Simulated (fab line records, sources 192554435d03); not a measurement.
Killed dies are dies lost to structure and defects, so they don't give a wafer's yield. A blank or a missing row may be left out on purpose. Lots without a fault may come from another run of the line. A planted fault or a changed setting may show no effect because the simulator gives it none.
fab line records | flow n5_finfet | part 2 of 2: steps 5 to 6 of 6
record lots=23 wafers=69 last_day=17
route steps=1938 shown BEOL_M2@929 BEOL_M3@948
lots that met no fault: from a run of the same line without faults
start_h: hours from the record's first day to the start of the lot's first wafer shown | wait_h: hours since the lot's step before | " the same as in the row above | L1.1+2: a row that stands for several wafers | - no value, or no start given | * or withheld: withheld | < > ~ a bound
route shown NAME@n: a module of which the file shows steps, and the number in the route of the first | usual: mean/standard deviation of fault-free wafers | same: alike in all rows | chamber/n: place in a boat | sites: the reading at each site | _std_site: their standard deviation | _edge_site: outer sites' mean less inner sites' | radius_mm: how far each site lies from the wafer's centre | mask NAME#n: copy n | behind: the tool/chamber that last shaped the wafer | hold: why the lot was held/for how many hours/how that ended | device: the transistor (n, p or np) that didn't switch | end of line: the same wafers' tests at the end of the route | a step without rows: its recipe alone | killed: dies lost to structure and defects at the first sort, not the wafer's yield | map: a wafer's dies, x killed, . not, _ none there
set.NAME: the setting as run; set.NAME@STEP: as run at that earlier step | model.NAME: the simulator's own value behind a step, which no gauge read
steps of the route over a sample of lots; a table a step, a row a wafer
services: from which hour (start_h, from the record's first day; less than 0 if before it) a tool's chamber was out of use, for how many hours, and why
## steps
# step N5_BEOL_M3_CD_MEAS_18
# recipe pitch_nm=36 target_cd_nm=18
# usual cd_nm=18.10/0.3
# columns lot.wafer tool chamber start_h wait_h cd_nm
L074.1 cd_sem-01 - 142.49 0.0 18.54
L074.2 " - " " 17.81
L074.3 " - " " 17.94
L075.3 cd_sem-01 - 145.76 0.1 18.62
L075.4 " - " " 18.50
L075.5 " - " " 18.22
L076.1 cd_sem-03 - 155.12 0.0 18.30
L076.2 " - " " 18.11
L076.6 " - " " 18.08
L078.3 cd_sem-03 - 166.65 0.1 17.90
L078.4 " - " " 18.14
L078.5 " - " " 17.89
L079.1 cd_sem-03 - 172.59 0.0 17.91
L079.2 " - " " 18.15
L079.6 " - " " 18.37
L080.2 cd_sem-01 - 175.77 0.1 18.56
L080.3 " - " " 17.71
L080.4 " - " " 18.23
L081.4 cd_sem-01 - 188.36 0.1 17.99
L081.5 " - " " 17.60
L081.6 " - " " 17.77
L082.2 cd_sem-02 - 192.07 0.1 18.65
L082.4 " - " " 18.15
L082.6 " - " " 18.62
L083.2 cd_sem-01 - 204.35 0.1 18.23
L083.3 " - " " 18.15
L083.4 " - " " 18.03
L084.1 cd_sem-03 - 205.07 0.0 18.47
L084.3 " - " " 17.99
L084.5 " - " " 17.93
L085.4 cd_sem-01 - 207.00 0.1 18.55
L085.5 " - " " 17.88
L085.6 " - " " 18.04
L086.3 cd_sem-01 - 209.80 0.1 17.81
L086.4 " - " " 17.99
L086.5 " - " " 17.92
L087.1 cd_sem-01 - 222.59 0.0 18.46
L087.2 " - " " 18.54
L087.3 " - " " 18.24
L088.1 cd_sem-01 - 227.89 0.0 17.90
L088.2 " - " " 17.93
L088.6 " - " " 17.95
L089.1 cd_sem-03 - 234.47 0.0 17.91
L089.4 " - " " 17.79
L089.6 " - " " 17.91
L090.1 cd_sem-03 - 239.88 0.0 17.89
L090.3 " - " " 17.98
L090.4 " - " " 18.36
L091.2 cd_sem-03 - 241.97 0.1 17.60
L091.4 " - " " 17.82
L091.5 " - " " 17.87
L092.2 cd_sem-02 - 251.59 0.1 18.12
L092.3 " - " " 18.24
L092.6 " - " " 18.14
L093.1 cd_sem-01 - 253.96 0.0 17.45
L093.5 " - " " 17.77
L093.6 " - " " 18.00
L094.1 cd_sem-02 - 261.56 0.0 17.81
L094.3 " - " " 18.21
L094.4 " - " " 18.05
L095.1 cd_sem-01 - 266.08 0.0 17.80
L095.4 " - " " 17.95
L095.5 " - " " 17.75
L096.3 cd_sem-02 - 276.08 0.1 18.38
L096.5 " - " " 18.23
L096.6 " - " " 18.26
L097.1 cd_sem-03 - 279.09 0.0 18.64
L097.4 " - " " 18.51
L097.5 " - " " 18.47
# step N5_BEOL_M3_TRENCH_ETCH_37
# recipe chemistry=C4F6/O2 target_depth_a=555.55 target=SiOC time_s=29.2 ion_energy_ev=250 pressure_mtorr=30 source_w=355 bias_w=185 Ar_flow_sccm=300 C4F6_flow_sccm=10 O2_flow_sccm=10
# usual drypump_motor_current_A=5.8/0.33 oes_f_703_au=0.77/0.063 oes_product_au=0.76/0.063 rf_vpp_V=658/11 showerhead_plenum_p_Torr=2.85/0.097 throttle_valve_pct=20.90/0.15
# columns lot.wafer tool chamber start_h wait_h drypump_motor_current_A oes_f_703_au oes_product_au rf_hours_counter_h rf_vpp_V showerhead_plenum_p_Torr throttle_valve_pct
L074.1 rie_diel-06 0 - - 5.7 0.75 0.72 181 645 2.71 21.00
L074.2 " 1 " " 6.5 0.79 0.78 153 661 2.84 20.97
L074.3 " 2 " " 5.6 0.79 0.76 157 662 2.76 21.04
L075.3 rie_diel-02 1 - - 5.5 0.83 0.82 88 657 3.00 21.05
L075.4 " 3 " " 6.3 0.78 0.76 122 656 2.87 20.82
L075.5 " 2 " " 5.9 0.75 0.74 - 649 2.71 20.73
L076.1 rie_diel-02 1 - - 5.5 0.82 0.81 90 655 3.00 21.06
L076.2 " 2 " " 5.9 0.75 0.73 169 649 2.71 20.75
L076.6 " 1 " " 5.5 0.82 0.81 - 657 3.00 21.06
L078.3 rie_diel-04 1 - - 5.9 0.73 0.71 220 656 2.91 20.66
L078.4 " 2 " " 5.6 0.76 0.76 164 669 2.84 20.90
L078.5 " 3 " " 5.6 0.80 0.76 - 644 2.93 20.69
L079.1 rie_diel-04 1 - - 5.9 0.73 0.71 221 657 2.91 20.68
L079.2 " 0 " " 6.4 0.72 0.71 214 672 2.80 21.06
L079.6 " 3 " " 5.6 0.79 0.77 - 644 2.93 20.69
L080.2 rie_diel-02 2 - - 5.9 0.74 0.74 175 648 2.71 20.73
L080.3 " 1 " " 5.5 0.81 0.81 96 655 3.00 21.06
L080.4 " 0 " " 5.5 0.95 0.95 9 662 2.92 20.89
L081.4 rie_diel-02 0 - - 5.5 0.95 0.93 12 663 2.92 20.89
L081.5 " 1 " " 5.5 0.81 0.81 - 655 2.99 21.09
L081.6 " 2 " " 5.9 0.74 0.73 - 648 2.71 20.76
L082.2 rie_diel-04 3 - - 5.7 0.79 0.75 156 641 2.93 20.67
L082.4 " 0 " " 6.4 0.71 0.71 221 673 2.79 21.08
L082.6 " 1 " " 6.0 0.73 0.69 - 656 2.91 20.67
L083.2 rie_diel-02 3 - - 6.3 0.75 0.75 137 655 2.86 20.86
L083.3 " 2 " " 5.8 0.74 0.72 184 648 2.71 20.76
L083.4 " 0 " " 5.5 0.93 0.92 16 663 2.92 20.91
L084.1 rie_diel-02 3 - - 6.3 0.76 0.75 137 657 2.86 20.85
L084.3 " 2 " " 5.8 0.74 0.72 184 648 2.71 20.75
L084.5 " 1 " " 5.5 0.80 0.80 - 656 2.99 21.08
L085.4 rie_diel-02 1 - - 5.5 0.80 0.80 106 655 2.99 21.08
L085.5 " 2 " " 5.9 0.74 0.72 - 647 2.71 20.75
L085.6 " 3 " " 6.3 0.75 0.75 - 655 2.86 20.84
L086.3 rie_diel-04 2 - - 5.7 0.75 0.73 176 670 2.84 20.92
L086.4 " 1 " " 5.9 0.73 0.69 233 657 2.91 20.68
L086.5 " 2 " " 5.7 0.74 0.73 - 669 2.84 20.94
L087.1 rie_diel-04 2 - - 5.7 0.74 0.73 180 669 2.84 20.92
L087.2 " 1 " " 5.9 0.72 0.69 237 657 2.91 20.69
L087.3 " 0 " " 6.4 0.71 0.70 230 672 2.79 21.09
L088.1 rie_diel-02 1 - - 5.5 0.79 0.79 112 654 2.99 21.08
L088.2 " 2 " " 5.9 0.73 0.72 192 648 2.70 20.77
L088.6 " 3 " " 6.3 0.75 0.75 - 656 2.86 20.86
L089.1 rie_diel-06 1 - - 6.5 0.77 0.75 181 660 2.83 21.01
L089.4 " 3 " " 5.9 0.71 0.73 185 689 2.72 21.00
L089.6 " 3 " " 6.0 0.71 0.73 - 688 2.72 21.00
L090.1 rie_diel-02 3 - - 6.3 0.74 0.74 150 654 2.85 20.87
L090.3 " 0 " " 5.5 0.92 0.91 23 663 2.91 20.90
L090.4 " 2 " " 5.9 0.73 0.72 197 649 2.70 20.77
L091.2 rie_diel-04 1 - - 5.9 0.72 0.69 242 655 2.90 20.71
L091.4 " 3 " " 5.6 0.78 0.74 171 644 2.92 20.70
L091.5 " 2 " " 5.7 0.74 0.73 - 669 2.83 20.93
L092.2 rie_diel-04 2 - - 5.7 0.74 0.72 189 669 2.83 20.94
L092.3 " 0 " " 6.5 0.70 0.70 239 673 2.78 21.10
L092.6 " 3 " " 5.6 0.78 0.74 - 644 2.92 20.70
L093.1 rie_diel-04 0 - - 6.4 0.69 0.69 239 672 2.78 21.08
L093.5 " 2 " " 5.7 0.74 0.72 - 669 2.83 20.95
L093.6 " 3 " " 5.7 0.77 0.73 - 644 2.92 20.72
L094.1 rie_diel-02 2 - - 5.9 0.72 0.70 206 648 2.70 20.79
L094.3 " 3 " " 6.3 0.73 0.73 157 656 2.85 20.88
L094.4 " 1 " " 5.5 0.79 0.78 126 655 2.98 21.11
L095.1 rie_diel-06 3 - - 5.9 0.71 0.72 193 687 2.72 21.00
L095.4 " 2 " " 5.7 0.75 0.73 196 661 2.75 21.10
L095.5 " 3 " " 5.9 0.70 0.73 - 687 2.72 21.03
L096.3 rie_diel-04 2 - - 5.7 0.73 0.72 197 669 2.83 20.95
L096.5 " 3 " " 5.6 0.76 0.73 - 645 2.92 20.72
L096.6 " 2 " " 5.6 0.73 0.72 - 668 2.83 20.95
L097.1 rie_diel-02 2 - - 5.9 0.72 0.70 210 648 2.70 20.78
L097.4 " 1 " " 5.5 0.78 0.78 129 656 2.98 21.12
L097.5 " 1 " " 5.5 0.78 0.77 - 654 2.98 21.12
## services
# columns tool chamber start_h hours kind
rie_diel-06 2 120.20 5.5 repair
rie_diel-02 0 122.76 - clean
rie_diel-02 0 122.76 - consumable_replace:focus_ring
rie_diel-02 0 122.76 24.5 scheduled_down
rie_diel-02 0 122.76 24.5 vent_cycle
rie_diel-06 1 165.38 5.3 repair
rie_metal-03 0 204.73 - clean
rie_metal-03 0 204.73 19.2 scheduled_down
rie_metal-03 0 204.73 19.2 vent_cycle
rie_diel-06 2 214.67 1.5 repair
rie_diel-02 0 223.75 14.0 repair
rie_metal-03 1 223.88 - clean
rie_metal-03 1 223.88 15.5 scheduled_down
rie_metal-03 1 223.88 15.5 vent_cycle
rie_metal-02 - 232.43 2.8 pm
rie_diel-06 3 272.28 4.0 repair
rie_diel-04 1 275.06 - clean
rie_diel-04 1 275.06 - consumable_replace:focus_ring
rie_diel-04 1 275.06 19.7 scheduled_down
rie_diel-04 1 275.06 19.7 vent_cycle
rie_metal-03 - 279.98 0.1 repair
